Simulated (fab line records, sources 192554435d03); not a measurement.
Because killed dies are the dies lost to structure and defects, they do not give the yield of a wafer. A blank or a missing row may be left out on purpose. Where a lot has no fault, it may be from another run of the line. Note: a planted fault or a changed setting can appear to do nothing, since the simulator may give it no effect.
A struck lot beside a sound one -- flow n5 finfet -- 37 out of 1938 route steps
Sound: these wafers, L445.2, L445.4, L445.5. The struck wafers were L457.3, L457.4, L457.6. The cause is named last.
Order at every step that has rows: each side's tool, ch and its chambers, its first start. Under that, the readings that differ: sound wafers -- struck wafers -- difference of the means -- sigmas: that difference in standard deviations of wafers without a fault.
alike: words and numbers the same on both sides, and readings whose means are apart by under 2 such deviations; not compared: readings that were withheld, readings missing a value for some wafer, numbers with overlapping values and no deviation given by the record, and bounds like >300 which may hide the same value.
Wherever a step has rows on one side only, a row that says differs or no value, or a row with sigmas, the two part there. Numbers that don't overlap but have no deviation are shown without sigmas and don't part them. Lack of a reading on every wafer of one side parts them only where that side has two or more wafers.

first, 9 steps without rows for these wafers: N5_BEOL_M9_DESCUM_33 (chemistry O2, time 7 s); N5_BEOL_M9_ETCH_76 (etches underlayer in N2/H2, target depth 6.5 nm, time 5.2 s); N5_BEOL_M9_ETCH_65 (etches SiARC in CF4, target depth 15.6 nm, time 26 s); N5_BEOL_M9_ETCH_66 (etches SOC in N2/H2, target depth 80 nm, overetch 16 nm, time 120 s); N5_BEOL_M9_STRIP_69 (strips in N2/H2); N5_BEOL_M9_STRIP_77 (strips in N2/H2); N5_BEOL_M9_VIA_ETCH_34 (etches SiCOH lowk in C4F6/O2, target depth 182.4 nm, time 68.4 s); N5_BEOL_M9_STRIP_73 (strips in C4F6/O2); N5_BEOL_M9_STRIP_36 (strips in N2/H2).
N5_BEOL_M9_TRENCH_ETCH_37: etches SiCOH lowk in C4F6/O2, target depth 151.43 nm, time 49 s.
  sound on rie diel-05 ch 0,1,2, day 12 04:03; struck on rie diel-05 ch 0,2, day 15 07:34
reading,sound,struck,difference,sigmas
oes product au (a.u.),0.81 0.70 0.69,0.80 0.94 0.93,+0.16,+2
run length s (s),71.6 72.2 71.9,59.9 60.4 60.7,-11.6,-28
time s (s),49 49 49,34.3 34.3 34.3,-14.7,
model.etch.depth nm (nm),152.3 147.6 147.9,107.6 104.5 104.2,-43.8,
model.BEOL_M9.feature depth nm (nm),152.4 147.6 148,107.6 104.4 104.2,-43.9,
model.TiN_of_BEOL_M9_HM_DEP_02.thk nm (nm),15.6 16 15.8,16.8 17.2 17,+1.2,
  alike: C4F6_flow_sccm, O2_flow_sccm, drypump motor current A, rf vpp V, showerhead plenum p Torr, throttle valve pct
  not compared: rf hours counter h
then, 2 steps without rows for these wafers: N5_BEOL_M9_ETCH_41 (etches SiCN in CH3F/O2, target depth 36.6 nm, time 70.1 s); N5_BEOL_M9_STRIP_80 (strips in N2/H2, time 10 s).
N5_BEOL_M9_OCD_MEAS_38:
  sound: ocd-02 at day 12 04:13; struck: ocd-01 at day 15 07:44
reading,sound,struck,difference,sigmas
trench depth nm (nm),153.0 147.4 147.6,108.0 104.3 104.0,-43.9,-18
then, 13 steps without rows for these wafers: N5_BEOL_M9_HM_STRIP_39 (strips TiN in peroxide tin strip, target depth 25 nm, time 158 s); N5_BEOL_M9_SRD_40 (time 30 s); N5_BEOL_M9_PRECLEAN_42 (cleans in residue remover, time 60 s); N5_BEOL_M9_SRD_43 (time 30 s); N5_BEOL_M9_CURE_72 (cures SiCOH lowk, time 120 s); N5_BEOL_M9_DEGAS_44 (time 60 s); N5_BEOL_M9_PRE_CLEAN_45 (time 30 s); N5_BEOL_M9_ALD_74 (deposits TaN, target thk 2 nm, pulse time 2 s, purge time 3 s); N5_BEOL_M9_SURFACE_TREAT_79; N5_BEOL_M9_CVD_78 (deposits Co from CCTBA/H2, target thk 2 nm, time 138.9 s); N5_BEOL_M9_SPUTTER_48 (material Cu, target thk 12 nm, time 2 s); N5_BEOL_M9_ECD_50 (material Cu, target thk 318 nm); N5_BEOL_M9_ANNEAL_51 (time 90 s).
N5_BEOL_M9_CMP_52: polishes, stops on SiCOH lowk, t overpolish 7 s, target thk 140 nm.
  sound on cmp-04 ch 0,1,3, day 12 06:26; struck on cmp-04 ch 0,2, day 15 09:38
reading,sound,struck,difference,sigmas
model.Cu_of_BEOL_M9_ECD_50.thk nm (nm),140 136.2 136.2,95.8 92 91.2,-44.5,
  alike: motor current A
N5_BEOL_M9_THK_MEAS_53: measures by xrf.
  sound: film metro-01 at day 12 06:44; struck: film metro-02 at day 15 09:56
reading,sound,struck,difference,sigmas
M9_THK (nm),138.6 134.7 135.4,96.3 92.3 91.7,-42.8,-15
then, 2 steps without rows for these wafers: N5_BEOL_M9_PRE_CLEAN_55 (time 15 s); N5_BEOL_M9_DEP_56 (deposits SiCN from 3MS/NH3, target thk 15 nm, time 26.5 s).
N5_BEOL_M9_RS_MEAS_57: a four-point-probe measurement.
  sound: film metro-02 at day 12 06:52; struck: film metro-02 at day 15 10:04
reading,sound,struck,difference,sigmas
M9_RS (ohm/sq),0.151 0.155 0.156,0.231 0.242 0.244,+0.085,+26
then, 5 steps without rows for these wafers: N5_BEOL_M10_ILD_DEP_00 (deposits SiCOH lowk from DEMS/porogen, target thk 308.51 nm, time 58 s); N5_BEOL_M10_CURE_71 (cures SiCOH lowk, time 240 s); N5_BEOL_M10_PECVD_70 (deposits SiO2 from TEOS/O2, target thk 20 nm, time 22.7 s); N5_BEOL_M10_HM_DEP_02 (deposits TiN, target thk 20 nm); N5_BEOL_M10_COAT_59 (time 60 s, resist thk 100 nm).
N5_BEOL_M15_RC_MEAS_101:
  sound on prober-01 ch 0, day 14 06:31; struck on prober-01 ch 0, day 17 08:13
reading,sound,struck,difference,sigmas
SERP_M8 (ohm/um),12.7 13.1 12.8,14.0 13.5 14.6,+1.2,+2
SERP_M9 (ohm/um),3.06 3.08 3.17,4.66 4.86 5.05,+1.75,+24
SERP_M9_max_site (ohm/um),3.20 3.24 3.21,4.85 5.31 5.33,+1.95,+21
  alike: COMB_M10, COMB_M11, COMB_M12, COMB_M12_max_site, COMB_M13, COMB_M14, COMB_M15, COMB_M5, COMB_M6, COMB_M7, COMB_M8, SERP_M10, SERP_M11, SERP_M12, SERP_M13, SERP_M14, SERP_M5, SERP_M6, SERP_M7

== WHERE THEY PART ==
At N5_BEOL_M9_TRENCH_ETCH_37 first; at N5_BEOL_M15_RC_MEAS_101 last (within this record only).

WHY: what had been put in by the simulator
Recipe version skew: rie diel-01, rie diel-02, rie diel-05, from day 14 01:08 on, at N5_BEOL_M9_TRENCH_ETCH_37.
